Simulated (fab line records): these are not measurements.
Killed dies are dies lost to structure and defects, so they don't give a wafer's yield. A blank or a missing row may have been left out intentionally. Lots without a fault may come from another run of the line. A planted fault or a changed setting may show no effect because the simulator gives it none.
fab line records	flow nandHarc
[record] lots = 10	wafers = 30	lastDay = 33
route steps=1302 shown A_CONTACT@1057 END@1302
lots untouched by any fault: they come from a run of this same line in which no faults occurred
startH: the number of hours between the record's first day and the start of the first shown wafer of the lot	waitH: time in hours since the lot's previous step	" as in the row above	L1.1+2: a single row standing in for several wafers	- no value, or no start given	* or withheld: withheld	< > ~ a bound
route shown NAME@n: NAME is a module with steps in the file, n the number in the route of the first one	usual: mean/standard deviation of fault-free wafers	same: alike in all rows	chamber/n: place in a boat	sites: per-site readings	_std_site: standard deviation across them	_edge_site: outer sites' mean less inner sites'	radiusMm: for every site, how far away it sits from the centre of the wafer	mask NAME#n: copy n	behind: the last tool/chamber to shape the wafer	hold: why the lot was held/for how many hours/how that ended	device: names the non-switching transistor (n, p or np)	end of line: tests run on the same wafers once the route is complete	a step without rows: its recipe alone	killed: the dies lost at the first sort to structure and to defects; this is not the yield of the wafer	map: shows each die of a wafer: x if killed, . if not, _ if none is there
set.NAME: the run value of the setting; set.NAME@STEP: its run value at that earlier step	model.NAME: the simulator's own value behind a step, which no gauge read
a sample of lots followed through the steps of the route, with each step as a table and each wafer as a row
services: when a tool's chamber went out of use (startH, in hours from the record's first day, below 0 if earlier), for how many hours, and the reason
[[steps]]
[step NHARC_A_CONTACT_ETCH_91]
[recipe] targetDepthA = 400	overEtchFrac = 0.5	timeS = 85.7	ionEnergyEv = 120	ch3fFlowSccm = 50	o2FlowSccm = 30	arFlowSccm = 200	rfW = 500	biasW = 100	chemistry = CH3F/O2
[usual] biasW = 100.02/0.3	ch3fFlowSccm = 49.97/0.15	drypumpMotorCurrentA = 5.6/0.34	oesProductAu = 0.939/0.023	rfVppV = 245.4/1.5	showerheadPlenumPTorr = 2.53/0.091	throttleValvePct = 20.664/0.0088
[same] overEtchFrac = 0.5
lot.wafer	tool	chamber	startH	waitH	biasW	ch3fFlowSccm	drypumpMotorCurrentA	oesProductAu	rfHoursCounterH	rfVppV	showerheadPlenumPTorr	throttleValvePct
L608.3	rieDiel-03	2	505.30	0.5	100.25	50.17	4.8	0.929	14	242.5	2.39	20.673
L608.4	"	2	"	"	99.89	50.12	4.8	0.930	-	243.6	2.39	20.665
L608.6	"	3	"	"	99.76	50.12	5.7	0.936	-	248.6	2.63	20.672
L610.4	rieDiel-12	3	523.90	0.6	99.88	49.90	5.4	0.915	12	245.2	2.57	20.656
L610.2	"	1	"	"	100.19	49.81	6.0	0.940	14	246.1	2.49	20.638
L610.5	"	0	"	"	100.25	50.05	5.6	0.922	-	248.1	2.65	20.675
L619.4	rieDiel-12	0	604.65	0.5	100.12	50.05	5.6	0.968	29	247.1	2.65	20.655
L619.3	"	2	"	"	100.35	50.01	5.8	0.972	24	246.9	2.59	20.691
L619.6	"	1	"	"	100.17	49.88	6.0	0.976	-	245.5	2.48	20.668
L618.4	rieDiel-12	3	605.74	0.6	99.74	50.26	5.4	0.918	25	246.1	2.57	20.672
L618.1	"	0	"	"	99.85	49.94	5.6	0.913	29	247.0	2.65	20.663
L618.2	"	2	"	"	100.10	50.04	5.8	0.926	24	247.8	2.59	20.672
L622.2	rieDiel-12	0	639.41	0.7	99.45	49.95	5.6	0.943	1	246.1	2.65	20.677
L622.4	"	3	"	"	100.36	49.95	5.4	0.940	-	245.7	2.57	20.658
L622.5	"	0	"	"	99.94	50.14	5.6	0.949	-	246.0	2.65	20.666
L623.4	rieDiel-12	0	640.42	0.5	100.20	49.78	5.6	0.994	2	248.3	2.65	20.662
L623.3	"	2	"	"	99.92	50.05	5.8	1.007	0	245.7	2.59	20.664
L623.5	"	1	"	"	100.53	49.72	6.0	1.005	-	243.7	2.48	20.663
L624.1	rieDiel-12	1	672.94	0.7	99.86	49.80	6.0	0.936	5	244.1	2.48	20.659
L624.6	"	1	"	"	99.75	49.84	6.0	0.928	-	244.1	2.48	20.669
L624.5	"	2	"	"	100.14	49.95	5.8	0.937	-	246.9	2.59	20.658
L627.2	rieDiel-12	1	689.46	0.7	100.00	50.02	6.0	0.923	10	243.6	2.48	20.671
L627.1	"	2	"	"	100.92	50.26	5.8	0.938	9	246.8	2.58	20.667
L627.4	"	3	"	"	99.48	49.81	5.4	0.931	-	244.6	2.56	20.672
L630.4	rieDiel-12	0	724.47	0.5	99.96	50.19	5.5	0.922	15	247.5	2.64	20.661
L630.5	"	2	"	"	100.02	49.91	5.8	0.933	-	245.3	2.58	20.661
L630.6	"	3	"	"	99.79	49.84	5.4	0.937	-	245.5	2.56	20.648
L631.3	rieDiel-12	0	733.60	0.6	100.11	49.88	5.6	0.915	17	247.0	2.64	20.664
L631.5	"	0	"	"	99.93	50.02	5.6	0.926	-	246.8	2.64	20.656
L631.6	"	1	"	"	99.79	50.09	6.0	0.920	-	246.9	2.47	20.670
[step NHARC_A_CONTACT_ETCH_30]
[recipe] targetDepthA = 726	timeS = 36.3	cf4FlowSccm = 100	chf3FlowSccm = 30	arFlowSccm = 0	rfW = 500	biasW = 200	chemistry = CF4/CHF3
[usual] biasW = 200.0/0.66	cf4FlowSccm = 100.0/0.3	drypumpMotorCurrentA = 5.6/0.34	oesProductAu = 0.939/0.021	rfVppV = 371.9/2.2	showerheadPlenumPTorr = 1.61/0.059	throttleValvePct = 16.801/0.0088
lot.wafer	tool	chamber	startH	waitH	biasW	cf4FlowSccm	drypumpMotorCurrentA	oesProductAu	rfHoursCounterH	rfVppV	showerheadPlenumPTorr	throttleValvePct
L608.3	rieDiel-12	2	509.78	-	200.1	99.9	5.8	0.936	10	374.4	1.66	16.793
L608.4	"	3	"	"	199.4	100.5	5.4	0.920	10	372.7	1.65	16.815
L608.6	"	1	"	"	200.1	100.6	6.0	0.934	-	370.9	1.59	16.800
L610.2	rieDiel-08	2	528.35	-	198.8	100.4	5.7	0.907	50	367.3	1.49	16.798
L610.4	"	3	"	"	200.3	100.0	5.0	0.936	53	372.8	1.59	16.799
L610.5	"	1	"	"	200.1	99.9	5.5	0.916	-	374.8	1.66	16.808
L619.3	rieDiel-08	0	609.02	-	-	-	-	-	-	-	-	-
L619.4	"	1	"	"	-	-	-	-	-	-	-	-
L619.6	"	1	"	"	-	-	-	-	-	-	-	-
L618.1	rieDiel-12	1	610.16	-	-	-	-	-	-	-	-	-
L618.4	"	2	"	"	-	-	-	-	-	-	-	-
L618.2	"	3	"	"	-	-	-	-	-	-	-	-
L622.2	rieDiel-12	1	643.72	-	200.1	100.2	6.0	0.914	2	370.4	1.59	16.789
L622.4	"	3	"	"	200.4	99.6	5.4	0.924	2	373.0	1.64	16.798
L622.5	"	0	"	"	199.2	100.0	5.6	0.907	-	374.6	1.69	16.803
L623.3	rieDiel-12	1	644.92	-	199.0	100.4	6.0	0.939	3	371.5	1.59	16.797
L623.4	"	0	"	"	199.4	100.3	5.6	0.932	2	374.5	1.69	16.810
L623.5	"	2	"	"	200.8	100.5	5.8	0.935	-	373.6	1.65	16.793
L624.1	rieDiel-12	1	683.09	-	198.5	100.2	6.0	0.927	7	370.7	1.59	16.808
L624.5	"	2	"	"	200.4	99.7	5.8	0.937	-	372.9	1.65	16.807
L624.6	"	3	"	"	200.5	99.7	5.4	0.930	-	371.1	1.64	16.812
L627.1	rieDiel-12	3	694.79	-	200.0	100.1	5.4	0.926	11	372.4	1.64	16.791
L627.4	"	1	"	"	199.6	99.4	6.1	0.919	12	370.8	1.59	16.803
L627.2	"	2	"	"	199.2	99.9	5.8	0.956	10	371.8	1.65	16.785
L630.4	rieDiel-12	2	732.28	-	200.6	99.6	5.8	0.935	18	373.0	1.65	16.813
L630.6	"	1	"	"	199.5	100.4	6.0	0.931	-	372.4	1.58	16.797
L630.5	"	2	"	"	200.6	99.7	5.7	0.941	-	374.4	1.65	16.788
L631.3	rieDiel-12	1	737.93	-	200.3	100.6	6.0	0.920	20	371.4	1.58	16.796
L631.5	"	0	"	"	199.7	99.8	5.6	0.925	-	375.5	1.69	16.800
L631.6	"	1	"	"	199.2	100.2	6.0	0.930	-	370.4	1.58	16.799
[step NHARC_A_CONTACT_ETCH_31]
[recipe] targetDepthA = 28000	overEtchFrac = 0.3	timeS = 728	ionEnergyEv = 150	o2FlowSccm = 400	cosFlowSccm = 20	arFlowSccm = 0	rfW = 500	biasW = 300	chemistry = O2/COS
[usual] biasW = 300.0/0.92	chamberPressureMTorr = 20.001/0.018	drypumpMotorCurrentA = 5.6/0.33	oesProductAu = 1.002/0.0098	rfVppV = 315.4/1.9	showerheadPlenumPTorr = 3.21/0.12	throttleValvePct = 28.330/0.0088
[same] overEtchFrac = 0.3
lot.wafer	tool	chamber	startH	waitH	biasW	chamberPressureMTorr	drypumpMotorCurrentA	oesProductAu	rfHoursCounterH	rfVppV	showerheadPlenumPTorr	throttleValvePct
L608.3	rieDiel-12	0	-	-	300.0	20.028	5.6	0.993	11	318.2	3.37	28.317
L608.4	"	1	"	"	298.0	19.990	6.0	1.001	12	314.0	3.16	28.329
L608.6	"	0	"	"	298.7	20.027	5.6	0.994	-	317.7	3.37	28.336
L610.2	rieDiel-08	1	-	-	299.4	19.997	5.6	0.995	50	316.1	3.29	28.332
L610.4	"	2	"	"	301.2	19.983	5.7	0.984	51	311.1	2.96	28.330
L610.5	"	1	"	"	300.2	19.971	5.6	0.987	-	316.2	3.29	28.321
L619.3	rieDiel-08	1	-	-	299.9	20.032	5.6	0.999	19	317.1	3.28	28.340
L619.4	"	3	"	"	299.7	19.981	5.0	1.000	19	314.2	3.14	28.328
L619.6	"	1	"	"	299.6	20.010	5.6	0.992	-	316.1	3.28	28.327
L618.1	rieDiel-12	1	-	-	300.2	20.033	6.0	0.999	28	313.6	3.15	28.328
L618.2	"	2	"	"	299.7	19.990	5.8	0.996	26	316.7	3.28	28.328
L618.4	"	3	"	"	300.3	19.993	5.4	1.001	26	314.9	3.26	28.322
L622.2	rieDiel-12	1	-	-	299.5	20.010	6.0	1.002	2	313.5	3.15	28.317
L622.4	"	0	"	"	297.6	19.971	5.6	0.989	2	318.4	3.36	28.342
L622.5	"	1	"	"	299.9	19.992	6.0	0.998	-	313.9	3.15	28.316
L623.3	rieDiel-12	2	-	-	299.1	19.987	5.7	1.003	1	317.2	3.28	28.341
L623.4	"	0	"	"	299.5	19.999	5.6	1.006	3	318.9	3.36	28.322
L623.5	"	3	"	"	300.6	19.983	5.4	0.993	-	316.2	3.25	28.333
L624.1	rieDiel-12	3	-	-	300.0	19.989	5.4	1.003	7	315.6	3.25	28.331
L624.5	"	1	"	"	300.0	19.981	6.0	1.011	-	314.9	3.15	28.328
L624.6	"	2	"	"	300.1	19.997	5.8	1.019	-	315.0	3.28	28.340
L627.4	rieDiel-12	2	-	-	299.5	20.010	5.8	1.022	10	316.6	3.28	28.319
L627.2	"	3	"	"	300.1	20.016	5.4	1.014	11	319.1	3.25	28.321
L627.1	"	0	"	"	298.2	19.987	5.6	1.010	6	317.9	3.35	28.320
L630.4	rieDiel-12	1	-	-	301.4	20.037	6.0	0.986	20	313.8	3.14	28.338
L630.6	"	0	"	"	300.4	19.993	5.6	0.998	-	318.1	3.35	28.336
L630.5	"	1	"	"	303.2	20.014	6.1	0.993	-	313.2	3.14	28.341
L631.3	rieDiel-12	3	-	-	301.2	20.020	5.4	0.999	23	318.0	3.24	28.323
L631.5	"	1	"	"	301.3	20.021	6.0	0.989	-	313.2	3.14	28.328
L631.6	"	2	"	"	299.3	20.000	5.8	1.006	-	317.1	3.27	28.319
[step NHARC_A_CONTACT_ETCH_137]
[recipe] sourceW = withheld	pressureMtorr = 20	biasV = 1200	timeS = 311	targetDepthA = 19120	arFlowSccm = withheld	c4f8FlowSccm = withheld	o2FlowSccm = withheld	chemistry = C4F8/O2/Ar
[usual] chamberPressureMTorr = 19.999/0.018	oesAirLineAu = 1.002/0.021
lot.wafer	tool	chamber	startH	waitH	chamberPressureMTorr	oesAirLineAu	rfHoursCounterH
L608.3	harCapEtch-03	1	511.21	0.2	19.998	1.020	-
L608.4	"	0	"	"	19.982	0.999	-
L608.6	"	1	"	"	19.987	1.027	-
L610.2	harCapEtch-01	0	529.68	0.2	19.960	1.010	2
L610.4	"	1	"	"	19.981	0.989	-
L610.5	"	0	"	"	20.013	1.016	-
L619.3	harCapEtch-03	0	610.45	0.2	20.014	0.987	-
L619.4	"	1	"	"	19.996	0.997	-
L619.6	"	1	"	"	19.984	0.996	-
L618.2	harCapEtch-01	0	611.50	0.2	19.998	0.985	18
L618.1	"	1	"	"	19.984	0.976	18
L618.4	"	0	"	"	20.047	1.001	-
L622.2	harCapEtch-01	1	645.11	0.2	20.016	1.027	23
L622.4	"	0	"	"	19.976	0.965	-
L622.5	"	1	"	"	20.011	1.028	-
L623.4	harCapEtch-03	1	646.35	0.2	20.003	1.016	-
L623.3	"	0	"	"	20.008	1.015	-
L623.5	"	0	"	"	19.989	1.015	-
L624.1	harCapEtch-03	1	684.54	0.2	20.015	0.956	76
L624.5	"	1	"	"	19.991	0.962	-
L624.6	"	0	"	"	20.004	1.039	-
L627.2	harCapEtch-01	1	696.14	0.2	19.997	0.980	30
L627.1	"	0	"	"	19.997	1.012	30
L627.4	"	1	"	"	20.009	1.009	-
L630.4	harCapEtch-01	0	733.76	0.2	19.976	0.971	-
L630.6	"	1	"	"	20.014	0.967	-
L630.5	"	0	"	"	19.993	0.957	-
L631.3	harCapEtch-02	1	739.41	0.2	19.997	0.993	-
L631.6	"	0	"	"	19.958	1.031	-
L631.5	"	1	"	"	19.957	0.996	-
[step NHARC_END_SORT_01]
[recipe] tempC = 25
[usual] killedAtArray = 49/18	killedAtOther = 0.7/1.1	killedAtPeriphery = 4.0/2.6	killedDies = 54/19	killedOpen = 3.4/1.7	killedShort = 2.5/1.7
[same] grossDies = 677
lot.wafer	tool	chamber	startH	waitH	hold	killedAtArray	killedAtOther	killedAtPeriphery	killedDies	killedOpen	killedShort
L608.3	prober-01	0	560.96	3.1	-	45	1	3	49	3	1
L608.4	prober-01	0	561.77	3.4	-	59	2	1	62	2	4
L608.6	prober-01	0	563.37	4.0	-	41	0	5	46	5	0
L610.2	prober-01	0	577.58	2.8	-	50	0	0	50	1	1
L610.4	prober-01	0	579.18	3.4	-	44	0	1	45	5	3
L610.5	prober-01	0	579.98	3.7	-	49	0	2	51	2	1
L618.1	prober-02	0	658.71	2.5	awaitDispo/3.4h/scrap	676	0	1	677	1	3
L618.2	prober-02	0	659.48	2.8	awaitDispo/3.4h/scrap	672	3	2	677	3	2
L618.4	prober-02	0	661.03	3.3	awaitDispo/3.4h/scrap	673	2	2	677	6	4
L619.3	prober-01	0	660.26	3.1	awaitDispo/5.4h/scrap	671	0	6	677	2	0
L619.4	prober-01	0	661.06	3.4	awaitDispo/5.4h/scrap	673	0	4	677	4	2
L619.6	prober-01	0	662.66	4.0	awaitDispo/5.4h/scrap	671	0	6	677	4	1
L624.1	prober-02	0	735.06	2.5	-	24	2	2	28	5	2
L624.5	prober-02	0	738.32	3.8	-	19	0	3	22	3	1
L624.6	prober-02	0	739.14	4.1	-	29	0	5	34	4	2
L627.1	prober-01	0	743.69	2.5	-	20	0	1	21	0	2
L627.2	prober-01	0	744.49	2.8	-	29	0	4	33	4	3
L627.4	prober-01	0	746.11	3.4	-	19	0	2	21	3	1
L630.4	prober-02	0	785.10	3.4	-	62	0	3	65	3	4
L630.5	prober-02	0	785.91	3.7	-	57	0	2	59	2	1
L630.6	prober-02	0	786.72	4.0	-	46	0	3	49	2	4
// killed by level:class
L608.3 A_SLIT:chamberFilmFlake=16 A_CHANNEL_HOLE_D1:chamberFilmFlake=15 A_CONTACT:chamberFilmFlake=5 A_CHANNEL_HOLE_D2:chamberFilmFlake=4 P_GATE:chamberFilmFlake=2 A_STAIRCASE:chamberFilmFlake=2 P_M0:geometricParticle:open=1 A_DECK1_JOINT:geometricParticle:short=1
L608.4 A_CHANNEL_HOLE_D1:chamberFilmFlake=26 A_SLIT:chamberFilmFlake=20 A_CONTACT:chamberFilmFlake=4 A_CHANNEL_HOLE_D2:chamberFilmFlake=2 P_GATE:geometricParticle:short=1 A_CHANNEL_FILL_D2:geometricParticle:short=1 A_ONON_D1:geometricParticle:short=1 A_WL_FILL:geometricParticle:short=1
L608.6 A_SLIT:chamberFilmFlake=18 A_CHANNEL_HOLE_D1:chamberFilmFlake=12 A_CHANNEL_HOLE_D2:chamberFilmFlake=4 A_ONON_D1:geometricParticle:open=3 P_GATE:chamberFilmFlake=3 P_GATE:geometricParticle:open=1 A_WL_FILL:geometricParticle:open=1 P_ZERO_WELL:chamberFilmFlake=1
L610.2 A_SLIT:chamberFilmFlake=18 A_CHANNEL_HOLE_D2:chamberFilmFlake=9 A_STAIRCASE:chamberFilmFlake=9 A_CONTACT:chamberFilmFlake=4 A_DECK1_JOINT:chamberFilmFlake=2 A_CHANNEL_FILL_D2:chamberFilmFlake=2 A_SGD_CUT:chamberFilmFlake=2 A_CHANNEL_FILL_D1:geometricParticle:short=1
L610.4 A_SLIT:chamberFilmFlake=13 A_CHANNEL_HOLE_D2:chamberFilmFlake=10 A_CONTACT:chamberFilmFlake=6 A_STAIRCASE:chamberFilmFlake=5 A_ONON_D1:geometricParticle:open=2 A_M1:geometricParticle:short=2 P_M0:geometricParticle:open=1 A_ONON_D2:geometricParticle:short=1
L610.5 A_SLIT:chamberFilmFlake=20 A_CHANNEL_HOLE_D2:chamberFilmFlake=9 A_CONTACT:chamberFilmFlake=6 A_STAIRCASE:chamberFilmFlake=5 A_DECK1_JOINT:chamberFilmFlake=3 A_WL_FILL:chamberFilmFlake=2 P_M0:geometricParticle:open=1 A_ONON_D2:geometricParticle:short=1
L618.1 A_CONTACT:areaEtch=643 A_CHANNEL_HOLE_D1:chamberFilmFlake=14 A_CONTACT:chamberFilmFlake=5 A_ZERO_WELL:chamberFilmFlake=3 A_CHANNEL_HOLE_D2:unspecified=2 A_SGD_CUT:chamberFilmFlake=2 A_M0:chamberFilmFlake=2 A_CHANNEL_FILL_D1:geometricParticle:short=1
L618.2 A_CONTACT:areaEtch=636 A_CHANNEL_HOLE_D1:chamberFilmFlake=13 A_CONTACT:chamberFilmFlake=6 A_ZERO_WELL:chamberFilmFlake=5 A_CHANNEL_HOLE_D2:unspecified=4 A_STAIRCASE:chamberFilmFlake=3 STARTING-WAFER:geometricParticle:open=2 A_M0:chamberFilmFlake=2
L619.3 A_CONTACT:areaEtch=607 A_SLIT:chamberFilmFlake=27 A_CHANNEL_HOLE_D1:chamberFilmFlake=16 A_CHANNEL_HOLE_D2:chamberFilmFlake=9 P_GATE:chamberFilmFlake=5 A_CONTACT:chamberFilmFlake=5 A_M0:chamberFilmFlake=3 P_CONTACT:geometricParticle:open=1
L618.4 A_CONTACT:areaEtch=649 A_CHANNEL_HOLE_D1:chamberFilmFlake=8 A_STAIRCASE:chamberFilmFlake=4 A_DECK1_JOINT:geometricParticle:short=3 A_CHANNEL_HOLE_D2:unspecified=2 A_CONTACT:chamberFilmFlake=2 P_M0:geometricParticle:open=1 P_M1:geometricParticle:open=1
L619.4 A_CONTACT:areaEtch=583 A_CHANNEL_HOLE_D1:chamberFilmFlake=37 A_SLIT:chamberFilmFlake=21 A_CHANNEL_HOLE_D2:chamberFilmFlake=8 A_ZERO_WELL:chamberFilmFlake=4 A_M0:chamberFilmFlake=4 A_CONTACT:chamberFilmFlake=4 A_STAIRCASE:chamberFilmFlake=3
L619.6 A_CONTACT:areaEtch=605 A_SLIT:chamberFilmFlake=26 A_CHANNEL_HOLE_D1:chamberFilmFlake=15 A_CHANNEL_HOLE_D2:chamberFilmFlake=8 A_CONTACT:chamberFilmFlake=7 P_GATE:chamberFilmFlake=3 A_CHANNEL_FILL_D2:chamberFilmFlake=3 A_ZERO_WELL:chamberFilmFlake=2
L624.1 A_CONTACT:chamberFilmFlake=8 A_CHANNEL_HOLE_D1:chamberFilmFlake=5 A_SLIT:chamberFilmFlake=4 A_WL_FILL:geometricParticle:open=2 P_CONTACT:geometricParticle:open=1 A_ONON_D1:geometricParticle:open=1 A_ONON_D2:geometricParticle:open=1 A_WL_FILL:geometricParticle:short=1
L624.5 A_CHANNEL_HOLE_D1:chamberFilmFlake=7 A_CONTACT:chamberFilmFlake=5 A_CHANNEL_FILL_D1:geometricParticle:open=2 A_SLIT:chamberFilmFlake=2 P_STI:geometricParticle:open=1 A_WL_FILL:geometricParticle:short=1 P_ZERO_WELL:chamberFilmFlake=1 P_STI:chamberFilmFlake=1
L624.6 A_CHANNEL_HOLE_D1:chamberFilmFlake=14 A_CONTACT:chamberFilmFlake=6 A_SLIT:chamberFilmFlake=3 P_CONTACT:geometricParticle:open=2 A_CHANNEL_FILL_D1:geometricParticle:short=2 P_STI:geometricParticle:open=1 A_ONON_D1:geometricParticle:open=1 P_ZERO_WELL:chamberFilmFlake=1
L627.1 A_CHANNEL_HOLE_D1:chamberFilmFlake=7 A_SLIT:chamberFilmFlake=7 A_STAIRCASE:chamberFilmFlake=2 A_ONON_D1:geometricParticle:short=1 A_ONON_D2:geometricParticle:short=1 P_BONDPAD:chamberFilmFlake=1 A_WL_FILL:chamberFilmFlake=1 A_CONTACT:chamberFilmFlake=1
L627.2 A_CHANNEL_HOLE_D1:chamberFilmFlake=14 A_SLIT:chamberFilmFlake=3 A_WL_FILL:chamberFilmFlake=3 P_GATE:chamberFilmFlake=2 A_STAIRCASE:chamberFilmFlake=2 P_M0:geometricParticle:short=1 A_ONON_D1:geometricParticle:short=1 A_DECK1_JOINT:geometricParticle:short=1
L627.4 A_CHANNEL_HOLE_D1:chamberFilmFlake=7 A_SLIT:chamberFilmFlake=4 A_STAIRCASE:chamberFilmFlake=3 P_CONTACT:geometricParticle:short=1 A_CHANNEL_HOLE_D2:geometricParticle:open=1 A_WL_FILL:geometricParticle:open=1 A_M0:geometricParticle:open=1 P_BONDPAD:chamberFilmFlake=1
L630.4 A_SLIT:chamberFilmFlake=29 A_CHANNEL_HOLE_D2:chamberFilmFlake=13 A_CONTACT:chamberFilmFlake=4 A_CHANNEL_FILL_D1:chamberFilmFlake=3 A_CHANNEL_HOLE_D1:chamberFilmFlake=2 A_DECK1_JOINT:chamberFilmFlake=2 A_SGD_CUT:chamberFilmFlake=2 P_M1:geometricParticle:short=1
L630.5 A_SLIT:chamberFilmFlake=24 A_CHANNEL_HOLE_D2:chamberFilmFlake=17 A_CONTACT:chamberFilmFlake=4 A_CHANNEL_FILL_D1:chamberFilmFlake=3 P_STI:chamberFilmFlake=2 A_DECK1_JOINT:chamberFilmFlake=2 A_STAIRCASE:chamberFilmFlake=2 A_CHANNEL_FILL_D1:geometricParticle:short=1
L630.6 A_SLIT:chamberFilmFlake=18 A_CHANNEL_HOLE_D2:chamberFilmFlake=9 A_CONTACT:chamberFilmFlake=5 A_DECK1_JOINT:chamberFilmFlake=4 A_CHANNEL_FILL_D1:chamberFilmFlake=3 A_SGD_CUT:chamberFilmFlake=2 P_GATE:geometricParticle:open=1 P_M1:geometricParticle:short=1
[[services]]
tool	chamber	startH	hours	kind
harCapEtch-01	-	497.00	17.0	pm
rieDiel-12	0	503.40	-	clean
rieDiel-12	1	503.40	-	clean
rieDiel-12	2	503.40	-	clean
rieDiel-12	3	503.40	-	clean
rieDiel-12	0	527.90	-	clean
rieDiel-12	1	527.90	-	clean
rieDiel-12	2	527.90	-	clean
rieDiel-12	3	527.90	-	clean
rieDiel-08	1	542.38	3.7	repair
rieDiel-08	-	545.21	9.0	pm
rieDiel-12	0	552.40	-	clean
rieDiel-12	1	552.40	-	clean
harCapEtch-03	-	564.55	2.6	repair
rieDiel-12	1	577.49	3.9	repair
rieDiel-12	3	581.30	1.6	repair
rieDiel-12	-	622.40	9.0	pm
rieDiel-03	-	635.56	9.0	pm
rieDiel-08	1	648.37	9.1	repair
rieDiel-08	-	650.22	0.5	repair
rieDiel-08	-	666.91	0.3	repair
rieDiel-12	0	673.93	16.8	repair
rieDiel-03	3	678.19	6.5	repair
rieDiel-08	-	722.21	9.0	pm
[[key]]
[firstSign] step = NHARC_A_CONTACT_ETCH_30	reading = toolRecord	direction = missing
[effect] step = NHARC_END_SORT_01	reading = killedAtArray	direction = up	sigmas = 34	usual = 49	struck = 673
[moreKillsBornAt] NHARC_A_CONTACT_ETCH_30@rieDiel-12 = 1929	NHARC_A_CONTACT_ETCH_30@rieDiel-08 = 1795
metAt NHARC_A_CONTACT_ETCH_30
struckLots L618,L619
laterRowsLeftOut L618.1,L618.2,L618.4,L619.3,L619.4,L619.6
testerLeftOut L618,L619
notActingAt NHARC_A_CONTACT_ETCH_91,NHARC_A_CONTACT_ETCH_31,NHARC_A_CONTACT_ETCH_137
onsetBetween 528.35 609.02
[fault] kind = skippedStepWhole	tool = rieDiel-08,rieDiel-12	chamber = -	onsetH = 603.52	steps = NHARC_A_CONTACT_ETCH_30	scope = struckLotsOnly
// testerLeftOut: of these lots the tester's yield and bins aren't shown, on N5 and GAA mostly nor the transistor test; their killed dies are dies lost to structure and defects alone, not to doping, threshold or leakage, so they don't give the yield
// laterRowsLeftOut: the simulator's readings of these wafers behind a module that went badly wrong aren't trusted and aren't shown, but for the sort
